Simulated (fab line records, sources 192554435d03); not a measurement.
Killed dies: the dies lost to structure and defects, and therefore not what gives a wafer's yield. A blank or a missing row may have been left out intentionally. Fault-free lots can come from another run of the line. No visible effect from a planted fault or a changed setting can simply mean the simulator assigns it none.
Chamber matching -- flow n5-finfet -- N5_BEOL_M3_ALD_84 on ald-metal-01 has 4 sister chambers
The step deposits TaN, pulse time 2 s, purge time 3 s, co reactant purge time 2 s. 4 wafers are shown with their chamber, then 7 later ones without.

## EACH WAFER AND ITS CHAMBER
wafer,chamber,heater-power-w (W)
L080.3,1,416
L088.5,0,408
L089.1,2,508
L089.5,3,409

## WAFERS MISSING THEIR CHAMBER
wafer,heater-power-w (W)
L089.6,408
L091.1,506
L091.5,513
L091.6,414
L095.3,421
L095.5,412
L095.6,405

## WHICH CHAMBER EACH ONE RAN IN
wafer,from the rows above,in truth
L089.6,can't be placed: 0 or 3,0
L091.1,2,2
L091.5,2,2
L091.6,can't be placed: 1 or 3 or 0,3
L095.3,1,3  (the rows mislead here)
L095.5,can't be placed: 3 or 0 or 1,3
L095.6,can't be placed: 0 or 3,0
Placed correctly: 2 of 7. From these rows, 4 cannot be placed; in 4 the true chamber is one of the candidates. 1 placed wrongly.
How it was worked out, from the rows above alone: a wafer's distance from a chamber is the root of the sum, over the readings, of the square of ((its reading less the chamber's mean) divided by the reading's scatter). If the next closest chamber is less than 2 further off than the closest, the wafer can't be placed; otherwise it belongs to the closest. For every chamber, the mean is computed from those of its wafers that are shown. The scatter: with one shown wafer a chamber, the root of the mean of the squares of how far each hidden wafer lies from its nearest shown one.
